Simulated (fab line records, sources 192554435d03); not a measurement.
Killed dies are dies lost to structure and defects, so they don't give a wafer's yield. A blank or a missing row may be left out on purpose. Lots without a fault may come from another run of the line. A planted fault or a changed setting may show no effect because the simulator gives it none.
fab line records | flow n5_finfet
record lots=10 wafers=30 last_day=18
route steps=1938 shown PMOS_HMC_CHANNEL_EPI@73 FIN_SAQP@103 BEOL_M4@1111
lots that met no fault: from a run of the same line without faults
start_h: hours from the record's first day to the start of the lot's first wafer shown | wait_h: hours since the lot's step before | " the same as in the row above | L1.1+2: a row that stands for several wafers | - no value, or no start given | * or withheld: withheld | < > ~ a bound
route shown NAME@n: a module of which the file shows steps, and the number in the route of the first | usual: mean/standard deviation of fault-free wafers | same: alike in all rows | chamber/n: place in a boat | sites: the reading at each site | _std_site: their standard deviation | _edge_site: outer sites' mean less inner sites' | radius_mm: how far each site lies from the wafer's centre | mask NAME#n: copy n | behind: the tool/chamber that last shaped the wafer | hold: why the lot was held/for how many hours/how that ended | device: the transistor (n, p or np) that didn't switch | end of line: the same wafers' tests at the end of the route | a step without rows: its recipe alone | killed: dies lost to structure and defects at the first sort, not the wafer's yield | map: a wafer's dies, x killed, . not, _ none there
set.NAME: the setting as run; set.NAME@STEP: as run at that earlier step | model.NAME: the simulator's own value behind a step, which no gauge read
steps of the route over a sample of lots; a table a step, a row a wafer
services: from which hour (start_h, from the record's first day; less than 0 if before it) a tool's chamber was out of use, for how many hours, and why
## steps
# step N5_PMOS_HMC_CHANNEL_EPI_ETCH_38
# recipe chemistry=CF4 target=SiO2 target_depth_a=15 ion_energy_ev=350 pressure_mtorr=10 icp_w=800 bias_w=400 cf4_flow_sccm=80
# usual bias_w=400.1/1.2 drypump_motor_current_A=5.7/0.47 oes_product_au=1.004/0.016 throttle_valve_pct=21.79/0.23
# columns lot.wafer tool chamber start_h wait_h bias_w drypump_motor_current_A oes_product_au rf_hours_counter_h throttle_valve_pct
L583.2 rie_si-04 1 18.02 0.0 400.1 6.4 1.013 126 21.78
L583.3 " 3 " " 401.2 5.9 0.978 84 21.73
L583.4 " 0 " " 400.5 5.9 0.989 65 21.78
L587.4 rie_si-01 1 41.58 0.0 398.9 6.3 1.004 173 21.83
L587.5 " 1 " " 402.4 6.2 0.992 - 21.84
L587.6 " 0 " " 398.5 5.8 1.011 - 21.90
L591.2 rie_si-03 1 66.04 0.0 400.3 5.5 1.035 153 21.43
L591.4 " 0 " " 399.1 5.6 1.006 189 21.36
L591.5 " 0 " " 401.3 5.7 1.001 - 21.37
L592.3 rie_si-03 1 72.20 0.0 401.2 5.5 1.026 153 21.43
L592.4 " 0 " " 401.5 5.6 1.009 189 21.36
L592.5 " 1 " " 401.7 5.5 1.010 - 21.42
L598.2 rie_si-04 3 107.75 0.0 400.7 5.9 0.974 85 21.74
L598.3 " 0 " " 398.2 6.0 1.003 66 21.77
L598.6 " 3 " " 401.6 5.9 0.974 - 21.76
L599.2 rie_si-03 3 113.90 0.0 398.7 6.4 1.011 7 22.08
L599.3 " 1 " " 399.0 5.5 1.027 154 21.41
L599.5 " 3 " " 402.1 6.4 1.017 - 22.08
L601.1 rie_si-03 0 126.38 0.0 400.6 5.6 1.016 190 21.36
L601.2 " 2 " " 399.6 5.1 0.991 94 21.70
L601.3 " 3 " " 400.8 6.4 1.008 7 22.07
L603.1 rie_si-04 1 138.18 0.0 401.6 6.5 1.014 129 21.79
L603.4 " 0 " " 399.2 6.0 0.996 67 21.78
L603.5 " 0 " " 402.2 5.9 1.010 - 21.78
L604.2 rie_si-01 1 143.75 0.0 400.9 6.3 0.998 175 21.84
L604.4 " 3 " " 400.1 4.9 1.027 185 21.70
L604.6 " 1 " " 399.1 6.3 1.002 - 21.84
L606.2 rie_si-01 2 155.63 0.0 401.0 5.5 1.018 123 22.30
L606.4 " 0 " " 400.4 5.8 1.004 2 21.92
L606.5 " 3 " " 401.8 4.9 1.024 - 21.69
# step N5_PMOS_HMC_CHANNEL_EPI_INSPECT_30
# recipe inspect_instrument=darkfield mode=post_epi
# usual raw_defect_count=20/6.8
# columns lot.wafer tool chamber start_h wait_h raw_defect_count
L583.2 defect_inspect-01 - 20.32 0.0 27
L583.3 " - " " 19
L583.4 " - " " 24
L587.4 defect_inspect-01 - 43.88 0.0 19
L587.5 " - " " 21
L587.6 " - " " 12
L591.2 defect_inspect-01 - 68.44 0.0 22
L591.4 " - " " 19
L591.5 " - " " 21
L592.3 defect_inspect-02 - 74.93 0.0 13
L592.4 " - " " 16
L592.5 " - " " 18
L598.2 defect_inspect-02 - 110.07 0.0 11
L598.3 " - " " 17
L598.6 " - " " 26
L599.2 defect_inspect-02 - 116.31 0.0 24
L599.3 " - " " 34
L599.5 " - " " 17
L601.1 defect_inspect-02 - 129.71 0.0 12
L601.2 " - " " 10
L601.3 " - " " 28
L603.1 defect_inspect-02 - 140.48 0.0 14
L603.4 " - " " 17
L603.5 " - " " 22
L604.2 defect_inspect-02 - 146.05 0.0 12
L604.4 " - " " 16
L604.6 " - " " 25
L606.2 defect_inspect-02 - 157.94 0.0 22
L606.4 " - " " 15
L606.5 " - " " 10
# step N5_FIN_SAQP_COAT_49
# recipe resist=SOC temp_c=250 time_s=60 spin_rpm=1500 resist_thk_nm=100
# usual exhaust_pa=45.2/0.88 spin_speed_rpm=1500.0/1
# columns lot.wafer tool chamber start_h wait_h exhaust_pa spin_speed_rpm
L583.2 litho_track-05 0 21.27 0.1 45.2 1501.3
L583.3 " 0 " " 45.1 1498.9
L583.4 " 0 " " 44.4 1500.0
L587.4 litho_track-05 0 44.90 0.0 45.7 1499.9
L587.5 " 0 " " 44.1 1501.4
L587.6 " 0 " " 46.1 1501.4
L591.2 litho_track-05 0 69.42 0.1 45.9 1498.7
L591.4 " 0 " " 45.3 1500.5
L591.5 " 0 " " 44.5 1500.6
L592.3 litho_track-04 0 76.04 0.1 43.5 1501.2
L592.4 " 0 " " 45.2 1498.0
L592.5 " 0 " " 44.9 1500.0
L598.2 litho_track-05 0 111.02 0.1 46.1 1541.9
L598.3 " 0 " " 45.2 1544.1
L598.6 " 0 " " 45.8 1544.0
L599.2 litho_track-05 0 117.28 0.1 45.5 1545.3
L599.3 " 0 " " 43.6 1546.3
L599.5 " 0 " " 44.1 1544.8
L601.1 litho_track-04 0 130.91 0.1 43.4 1500.4
L601.2 " 0 " " 45.3 1499.5
L601.3 " 0 " " 45.4 1500.3
L603.1 litho_track-04 0 141.43 0.1 46.0 1500.8
L603.4 " 0 " " 45.6 1501.7
L603.5 " 0 " " 44.3 1500.2
L604.2 litho_track-01 0 147.02 0.1 45.5 1500.0
L604.4 " 0 " " 45.8 1500.7
L604.6 " 0 " " 43.9 1501.3
L606.2 litho_track-01 0 159.03 0.1 44.9 1499.6
L606.4 " 0 " " 45.1 1498.5
L606.5 " 0 " " 44.1 1499.3
# step N5_FIN_SAQP_CD_MEAS_16
# recipe target_cd_nm=35.6 landing_energy_ev=500 detector=se_inlens
# usual cd_nm=35.66/0.27
# columns lot.wafer tool chamber start_h wait_h cd_nm
L583.2 cd_sem-02 0 21.52 - 35.97
L583.3 " 0 " " 35.29
L583.4 " 0 " " 35.71
L587.4 cd_sem-02 0 45.28 - 35.87
L587.5 " 0 " " 35.50
L587.6 " 0 " " 35.85
L591.2 cd_sem-02 0 69.79 - 36.37
L591.4 " 0 " " 36.23
L591.5 " 0 " " 35.88
L592.3 cd_sem-03 0 76.42 - 35.80
L592.4 " 0 " " 36.32
L592.5 " 0 " " 35.85
L598.2 cd_sem-01 0 111.39 - 35.39
L598.3 " 0 " " 35.71
L598.6 " 0 " " 35.48
L599.2 cd_sem-03 0 117.65 - 35.60
L599.3 " 0 " " 35.76
L599.5 " 0 " " 35.36
L601.1 cd_sem-03 0 131.15 - 36.11
L601.2 " 0 " " 35.85
L601.3 " 0 " " 35.55
L603.1 cd_sem-03 0 141.81 - 35.56
L603.4 " 0 " " 35.31
L603.5 " 0 " " 35.61
L604.2 cd_sem-03 0 147.39 - 35.97
L604.4 " 0 " " 35.68
L604.6 " 0 " " 35.88
L606.2 cd_sem-02 0 159.41 - 35.67
L606.4 " 0 " " 35.23
L606.5 " 0 " " 35.80
# step N5_BEOL_M4_RC_MEAS_101
# usual DIBL_N=36.4/1.4 DIBL_P=36.3/1.8 IOFF_N=0.163/0.024 IOFF_P=0.21/0.034 ION_N=673/11 ION_P=461/7.4 SS_N=71.6/0.52 SS_P=73.3/0.58 VT_N=249.4/2.5 VT_P=-250/3.5
# columns lot.wafer tool chamber start_h wait_h DIBL_N[mV/V] DIBL_P[mV/V] IOFF_N[nA/um] IOFF_P[nA/um] ION_N[uA/um] ION_P[uA/um] SS_N[mV/dec] SS_P[mV/dec] VT_N[mV] VT_P[mV]
L583.2 prober-02 0 168.13 0.2 36.6 36.5 0.169 0.20 686 462 70.9 72.7 248.1 -253
L583.3 " 0 " " 35.5 34.1 0.153 0.18 669 451 70.7 72.3 248.6 -252
L583.4 " 0 " " 36.9 37.0 0.187 0.21 699 465 71.5 73.4 246.2 -252
L587.4 prober-02 0 192.36 0.5 34.6 33.8 0.118 0.20 651 458 70.6 72.5 254.1 -248
L587.5 " 0 " " 36.9 36.4 0.154 0.25 661 462 72.2 72.9 247.8 -247
L587.6 " 0 " " 37.7 38.1 0.176 0.27 682 477 72.1 74.1 249.6 -243
L591.2 prober-02 0 212.44 0.2 36.0 36.8 0.169 0.23 665 461 72.1 73.5 248.2 -247
L591.4 " 0 " " 35.0 35.7 0.145 0.21 666 457 71.0 73.2 248.0 -249
L591.5 " 0 " " 36.5 37.7 0.174 0.26 680 475 71.9 73.9 247.9 -244
L592.3 prober-01 0 225.25 0.3 36.0 35.9 0.159 0.20 652 450 72.2 73.1 250.4 -250
L592.4 " 0 " " 34.4 34.8 0.137 0.18 651 451 70.9 72.5 252.9 -254
L592.5 " 0 " " 35.0 34.5 0.145 0.18 659 446 71.7 73.3 254.1 -253
L598.2 prober-01 0 260.35 0.2 35.4 36.8 0.153 0.22 674 461 71.8 72.6 250.4 -249
L598.3 " 0 " " 34.9 35.6 0.145 0.20 648 450 71.6 73.0 251.5 -251
L598.6 " 0 " " 36.1 36.5 0.154 0.21 666 458 71.9 73.0 252.0 -251
L599.2 prober-02 0 261.20 0.2 37.7 35.9 0.174 0.21 663 451 72.5 73.4 252.2 -249
L599.3 " 0 " " 35.0 33.7 0.124 0.17 661 455 71.4 73.3 254.1 -250
L599.5 " 0 " " 35.7 33.7 0.138 0.17 653 448 71.8 72.7 252.6 -256
L601.1 prober-01 0 262.24 0.0 35.6 34.6 0.142 0.17 658 449 71.2 72.6 251.1 -254
L601.2 " 0 " " 35.3 34.4 0.139 0.17 671 454 71.2 72.4 253.0 -258
L601.3 " 0 " " 37.2 37.2 0.175 0.21 675 463 71.5 73.6 246.6 -252
L603.1 prober-01 0 286.41 0.0 39.8 39.1 0.201 0.26 667 458 71.8 74.0 250.8 -245
L603.4 " 0 " " 38.6 37.8 0.186 0.25 684 467 71.5 73.6 249.1 -245
L603.5 " 0 " " 38.2 37.4 0.171 0.23 666 463 71.7 73.3 248.9 -247
L604.2 prober-02 0 303.23 0.2 35.1 34.8 0.137 0.19 665 460 70.9 73.0 250.8 -250
L604.4 " 0 " " 36.0 35.2 0.146 0.20 666 455 71.1 72.9 251.1 -250
L604.6 " 0 " " 35.1 35.0 0.142 0.20 662 456 70.9 72.6 248.0 -248
L606.2 prober-01 0 306.09 0.2 37.4 35.5 0.158 0.23 674 466 71.0 73.2 249.3 -247
L606.4 " 0 " " 40.3 38.7 0.217 0.30 691 465 72.4 73.9 245.3 -242
L606.5 " 0 " " 36.6 33.9 0.146 0.22 656 458 71.6 72.1 254.2 -247
## services
# columns tool chamber start_h hours kind
rie_si-03 - -1.66 1.1 repair
rie_si-01 0 -0.08 - clean
rie_si-01 0 -0.08 - consumable_replace:focus_ring
rie_si-01 0 -0.08 19.5 scheduled_down
rie_si-01 0 -0.08 19.5 vent_cycle
rie_si-04 3 2.95 10.0 repair
rie_si-03 2 13.39 1.9 repair
rie_si-04 - 20.18 0.2 repair
rie_si-01 0 43.57 4.1 repair
rie_si-01 - 76.92 4.3 pm
rie_si-03 2 96.45 3.6 repair
rie_si-03 2 101.51 6.0 repair
rie_si-03 1 123.48 29.9 repair
## key
first_sign step=N5_FIN_SAQP_COAT_49 reading=spin_speed_rpm direction=up sigmas=43 usual=* struck=*
effect none on later readings
met_at N5_FIN_SAQP_COAT_49
struck_lots L598,L599
not_acting_at N5_PMOS_HMC_CHANNEL_EPI_ETCH_38,N5_PMOS_HMC_CHANNEL_EPI_INSPECT_30,N5_FIN_SAQP_CD_MEAS_16
onset_between 69.42 111.02
fault kind=process_parameter_drift tool=litho_track-05 chamber=- onset_h=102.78 steps=N5_FIN_SAQP_COAT_49 channel=spin_rpm offset=* shape=step end_h=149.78 acts_in=* stated=*
